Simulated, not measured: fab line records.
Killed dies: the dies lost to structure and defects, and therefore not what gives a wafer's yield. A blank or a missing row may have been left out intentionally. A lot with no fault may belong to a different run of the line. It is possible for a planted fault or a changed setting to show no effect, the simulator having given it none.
Chamber matching | flow nandHarc | 3 sister chambers for NHARC_A_SLIT_DEP_25 on pecvd-01
The step deposits SiO2, target thk 200 nm. 6 wafers are shown with their chamber, then 8 later ones without.

WAFERS PAIRED WITH THEIR CHAMBERS
wafer  | chamber | heaterPowerW (W) | rfFwdPowerW (W)
L078.1 | 1       | 536              | 900.1
L085.4 | 2       | 646              | 896.0
L085.5 | 1       | 415              | 895.4
L090.1 | 2       | 576              | 898.3
L090.5 | 0       | 656              | 898.6
L092.2 | 0       | 565              | 898.9

WAFERS WITH NO CHAMBER GIVEN
wafer  | heaterPowerW (W) | rfFwdPowerW (W)
L092.5 | 598              | 891.6
L092.6 | 535              | 898.9
L097.3 | 608              | 900.2
L097.4 | 631              | 899.2
L097.6 | 563              | 892.3
L093.1 | 517              | 894.3
L093.2 | 575              | 902.8
L093.5 | 476              | 896.5

CHAMBER TAKEN BY EACH
wafer  | from the rows above          | in truth
L092.5 | can't be placed: 2 or 0 or 1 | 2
L092.6 | can't be placed: 1 or 0 or 2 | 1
L097.3 | can't be placed: 0 or 2 or 1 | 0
L097.4 | can't be placed: 0 or 2      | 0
L097.6 | can't be placed: 2 or 1 or 0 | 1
L093.1 | can't be placed: 1 or 2 or 0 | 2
L093.2 | can't be placed: 0 or 2 or 1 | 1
L093.5 | can't be placed: 1 or 2 or 0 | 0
Correctly placed: 0 of 8. These rows do not allow placing 8 (true chamber among the candidates in 8). 0 placed wrongly.
How it was worked out, from the rows above alone: a wafer's distance from a chamber is the root of the sum, over the readings, of the square of ((its reading less the chamber's mean) divided by the reading's scatter). The wafer belongs to the nearest chamber; if the next one is less than 2 further off, it can't be placed. Each chamber's mean is taken over the wafers shown for it. How the scatter is found: for the shown wafers, subtract from each reading the mean of its chamber, square and add these, divide the total by (wafers less chambers), then take the root.
